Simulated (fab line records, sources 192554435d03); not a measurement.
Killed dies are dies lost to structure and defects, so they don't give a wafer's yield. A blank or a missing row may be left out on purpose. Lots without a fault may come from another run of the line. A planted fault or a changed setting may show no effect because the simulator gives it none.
Split-lot experiment | flow n5_finfet | 7 lots, 21 wafers read, on a route of 1938 steps

THE SPLIT
At N5_FIN_SAQP_PEB_14 (peb time 60 s), the setting peb_time_s was moved away from the recipe's 60 s on 6 of the 21 wafers read, by -8.7% to +17.8%. The other wafers ran this setting at the recipe's value.

FROM THE SPLIT TO THE READING: what the file shows between them, 1 step
- N5_FIN_SAQP_DEVELOP_15: develop time 30 s

THE READING
cd_nm, in nm, at N5_FIN_SAQP_CD_MEAS_16 (target cd 35.6 nm). Fault-free wafers of this fab line usually give 35.5 nm, standard deviation 0.34 nm.

wafer  | tool, chamber at the split | peb_time_s as run, s | against the recipe | cd_nm, nm | against lot-mates on the recipe
L074.2 | litho_track-02, 0          | 60                   | recipe             | 35.8      | -
L074.3 | litho_track-02, 0          | 60                   | recipe             | 35.5      | -
L074.4 | litho_track-02, 0          | 69.58                | +16.0%             | 33.3      | -2.4
L075.3 | litho_track-05, 0          | 60                   | recipe             | 34.9      | -
L075.4 | litho_track-05, 0          | 60                   | recipe             | 35.2      | -
L075.5 | litho_track-05, 0          | 64.76                | +7.9%              | 33.7      | -1.3
L076.2 | litho_track-04, 0          | 60                   | recipe             | 35.1      | -
L076.5 | litho_track-04, 0          | 60                   | recipe             | 35.1      | -
L076.6 | litho_track-04, 0          | 70.67                | +17.8%             | 33.2      | -1.9
L087.1 | litho_track-02, 0          | 55.97                | -6.7%              | 36.1      | +0.4
L087.2 | litho_track-02, 0          | 55.97                | -6.7%              | 36.7      | +1.0
L087.4 | litho_track-02, 0          | 60                   | recipe             | 35.7      | -
L093.2 | litho_track-05, 0          | 60                   | recipe             | 34.7      | -
L093.3 | litho_track-05, 0          | 60                   | recipe             | 35.0      | -
L093.4 | litho_track-05, 0          | 54.79                | -8.7%              | 36.0      | +1.1
L094.1 | litho_track-04, 0          | 60                   | recipe             | 35.7      | -
L094.2 | litho_track-04, 0          | 60                   | recipe             | 35.8      | -
L094.5 | litho_track-04, 0          | 60                   | recipe             | 35.9      | -
L095.3 | litho_track-05, 0          | 60                   | recipe             | 34.7      | -
L095.4 | litho_track-05, 0          | 60                   | recipe             | 35.0      | -
L095.5 | litho_track-05, 0          | 60                   | recipe             | 35.2      | -

THE FIT
A straight line over all 21 wafers: cd_nm changes by -0.128 nm for each +1% of peb_time_s; r = -0.89; the points scatter about the line by 0.41 nm.
The same after taking each lot's own level away (the mean of its wafers on the recipe; 21 wafers): -0.126 nm for each +1%; r = -0.97; scatter 0.21 nm.
On that fit, the largest move of peb_time_s shifts the reading by 2.2 nm.
The lots' own levels span 34.85 to 35.80 nm, that is 2.8 times the standard deviation above.
So the lot-to-lot level changes the slope little: the two slopes agree.
Check: with one of the wafers moved furthest among these (+17.8%) left out of the fit, the line predicts -2.53 nm for it against its lot-mates. It came out at -1.9 nm against them.

OTHER SPLITS ON THESE WAFERS
These wafers also went through other splits before the reading. Each is held against what the fit with the lots' levels taken away leaves over:
other split on the same wafers            | wafers away from the commonest value | r with cd_nm (lot level and that fit taken away)
N5_ZERO_LAYER_PECVD_02 time_s             | 7                                    | +0.44
N5_PMOS_HMC_CHANNEL_EPI_PEB_07 peb_temp_c | 4                                    | +0.33
N5_PMOS_HMC_CHANNEL_EPI_ETCH_32 bias_w    | 4                                    | -0.06
N5_FIN_SAQP_PECVD_48 time_s               | 9                                    | +0.01

THE FILE'S OWN FIT
cd_nm changes by -0.129 nm for each +1% of peb_time_s, r = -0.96.
